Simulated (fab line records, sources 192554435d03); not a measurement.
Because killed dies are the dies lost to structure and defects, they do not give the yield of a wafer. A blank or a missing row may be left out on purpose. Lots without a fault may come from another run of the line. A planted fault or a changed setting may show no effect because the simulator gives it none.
Split-lot study + flow n5 finfet + 21 wafers read across 7 lots, on a route 1938 steps long

ON THE SPLIT
At N5_BEOL_M12_SPUTTER_44 (material Ta, target thk 10 nm, time 16.13 s), the setting time s was moved away from the recipe's 16.13 s on 8 of the 21 wafers read, by +6.1% to +13.3%. All remaining wafers had this setting at the recipe value.

The split's own step is where the reading is taken.

THE READING
Ta_of_BEOL_M12_SPUTTER_44.thk nm (the simulator's own value, which no gauge read), in nm, at N5_BEOL_M12_SPUTTER_44 (material Ta, target thk 10 nm, time 16.13 s). There is no usual value for it anywhere in the file. Across the 13 wafers here that went through the recipe, the average is 9.9 nm and the standard deviation 0.092 nm.

| wafer  | tool, chamber at the split | time s as run, s | against the recipe | Ta_of_BEOL_M12_SPUTTER_44.thk nm, nm | against lot-mates on the recipe |
|--------|----------------------------|------------------|--------------------|--------------------------------------|---------------------------------|
| L077.1 | pvd sputter-02, -          | 16.13            | recipe             | 9.8                                  | -                               |
| L077.2 | pvd sputter-02, -          | 16.13            | recipe             | 9.8                                  | -                               |
| L077.6 | pvd sputter-02, -          | 16.13            | recipe             | 10                                   | -                               |
| L080.1 | pvd sputter-03, -          | 18.12            | +12.3%             | 11.2                                 | +1.4                            |
| L080.3 | pvd sputter-03, -          | 18.12            | +12.3%             | 11                                   | +1.2                            |
| L080.4 | pvd sputter-03, -          | 16.13            | recipe             | 9.8                                  | -                               |
| L081.1 | pvd sputter-03, -          | 17.12            | +6.1%              | 10.8                                 | +0.8                            |
| L081.4 | pvd sputter-03, -          | 17.12            | +6.1%              | 10.6                                 | +0.6                            |
| L081.6 | pvd sputter-03, -          | 16.13            | recipe             | 10                                   | -                               |
| L086.1 | pvd sputter-01, -          | 16.13            | recipe             | 10                                   | -                               |
| L086.5 | pvd sputter-01, -          | 16.13            | recipe             | 10                                   | -                               |
| L086.3 | pvd sputter-01, -          | 17.26            | +7.0%              | 10.6                                 | +0.6                            |
| L090.2 | pvd sputter-01, -          | 18.27            | +13.3%             | 11.4                                 | +1.4                            |
| L090.3 | pvd sputter-01, -          | 18.27            | +13.3%             | 11.4                                 | +1.4                            |
| L090.5 | pvd sputter-01, -          | 16.13            | recipe             | 10                                   | -                               |
| L092.2 | pvd sputter-01, -          | 17.79            | +10.3%             | 11                                   | +1.1                            |
| L092.4 | pvd sputter-01, -          | 16.13            | recipe             | 9.8                                  | -                               |
| L092.6 | pvd sputter-01, -          | 16.13            | recipe             | 10                                   | -                               |
| L096.1 | pvd sputter-01, -          | 16.13            | recipe             | 10                                   | -                               |
| L096.2 | pvd sputter-01, -          | 16.13            | recipe             | 10                                   | -                               |
| L096.6 | pvd sputter-01, -          | 16.13            | recipe             | 10                                   | -                               |

THE FIT
A straight line over all 21 wafers: Ta_of_BEOL_M12_SPUTTER_44.thk nm changes by +0.104 nm for each +1% of time s; r = +0.98; the points scatter about the line by 0.11 nm.
The same after taking each lot's own level away (the mean of its wafers on the recipe; 21 wafers): +0.105 nm for each +1%; r = +0.99; scatter 0.077 nm.
On that fit, the largest move of time s shifts the reading by 1.4 nm.
The lots' own levels span 9.80 to 10.00 nm, that is 2.2 times the standard deviation above.
The two slopes agree, so the slope changes little with the lot-to-lot level.
Check: with one of the wafers moved furthest among these (+13.3%) left out of the fit, the line predicts +1.4 nm for it against its lot-mates. It came out at +1.4 nm against them.

THESE WAFERS: OTHER SPLITS
Before the reading, these wafers also passed through other splits. Each is held against what the fit with the lots' levels taken away leaves over:
| other split on the same wafers | wafers away from the commonest value | r with Ta_of_BEOL_M12_SPUTTER_44.thk nm (lot level and that fit taken away) |
|--------------------------------|--------------------------------------|-----------------------------------------------------------------------------|
| N5_BEOL_M11_COAT_22 spin rpm   | 6                                    | +0.02                                                                       |

FILE'S OWN FIT
Ta_of_BEOL_M12_SPUTTER_44.thk nm changes by +0.104 nm for each +1% of time s, r = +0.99.
